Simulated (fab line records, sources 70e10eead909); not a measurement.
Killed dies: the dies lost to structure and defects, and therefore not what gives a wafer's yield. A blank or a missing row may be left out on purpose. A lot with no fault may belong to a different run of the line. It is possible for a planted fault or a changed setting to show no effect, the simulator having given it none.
Tool commonality check    flow nand-harc    2 lots, 6 wafers sampled

== THE REASON FOR OPENING IT ==
On 2 of the 2 lots, a flag is raised at NHARC_END_SORT_01 on the reading killed-dies. Wafers without a fault read 63, standard deviation 20.
Rule: a lot gets a flag if all its wafers with a number sit over 4 standard deviations from that mean, or if no wafer of it has a number. The other lots count as sound.

lot   measured      on         killed-dies, wafer by wafer  flag
L242  day 32 19:56  prober-01  677 677 677                  FLAGGED
L243  day 33 00:58  prober-02  677 677 677                  FLAGGED
The numbers of the flagged lots are 677 on average: +614 against the usual, or +31 standard deviations.

== EACH LOT AND THE TOOL IT RAN ON ==
4 process steps preceding the reading are held in the record, out of 1302 steps in the route. Read each cell as the tool, then ch plus the chambers that the sampled wafers visited, then the start.
lot   flag     NHARC_A_CONTACT_DEP_84         NHARC_A_CONTACT_DESCUM_13           NHARC_A_CONTACT_ETCH_31             NHARC_A_CONTACT_ETCH_138
L242  FLAGGED  acl-dep-02 ch 0, day 30 13:12  rie-diel-12 ch 0,1,3, day 30 15:02  rie-diel-12 ch 1,2, day 30 15:50    har-cap-etch-01 ch 0,1, day 30 17:28
L243  FLAGGED  acl-dep-03 ch 0, day 30 09:16  rie-diel-08 ch 0,1,3, day 30 11:48  rie-diel-08 ch 1,2,3, day 30 12:23  har-cap-etch-03 ch 0,1, day 30 13:56
What these steps do:
- NHARC_A_CONTACT_DEP_84: deposits aC, target thk 2800 nm.
- NHARC_A_CONTACT_DESCUM_13: chemistry O2, time 3 s.
- NHARC_A_CONTACT_ETCH_31: etches the open film in O2/COS, target depth 2800 nm, time 728 s.
- NHARC_A_CONTACT_ETCH_138: etches the open film in C4F8/O2/Ar, time 311 s, target depth 1914 nm.
- NHARC_END_SORT_01

== FLAGGED AGAINST TOTAL, ONE TOOL AT A TIME (gauges that did the reading follow at the end) ==
step                       tool             lots run  flagged  share of the flagged lots  sound lots run after its first flagged lot
NHARC_A_CONTACT_DEP_84     acl-dep-02       1         1        some                       0
NHARC_A_CONTACT_DEP_84     acl-dep-03       1         1        some                       0
NHARC_A_CONTACT_DESCUM_13  rie-diel-08      1         1        some                       0
NHARC_A_CONTACT_DESCUM_13  rie-diel-12      1         1        some                       0
NHARC_A_CONTACT_ETCH_31    rie-diel-08      1         1        some                       0
NHARC_A_CONTACT_ETCH_31    rie-diel-12      1         1        some                       0
NHARC_A_CONTACT_ETCH_138   har-cap-etch-01  1         1        some                       0
NHARC_A_CONTACT_ETCH_138   har-cap-etch-03  1         1        some                       0
NHARC_END_SORT_01          prober-01        1         1        some                       0
NHARC_END_SORT_01          prober-02        1         1        some                       0

== WHAT THE TABLE PERMITS ==
No row of the table ran every flagged lot.

== WHAT THE SIMULATOR HAD INSERTED ==
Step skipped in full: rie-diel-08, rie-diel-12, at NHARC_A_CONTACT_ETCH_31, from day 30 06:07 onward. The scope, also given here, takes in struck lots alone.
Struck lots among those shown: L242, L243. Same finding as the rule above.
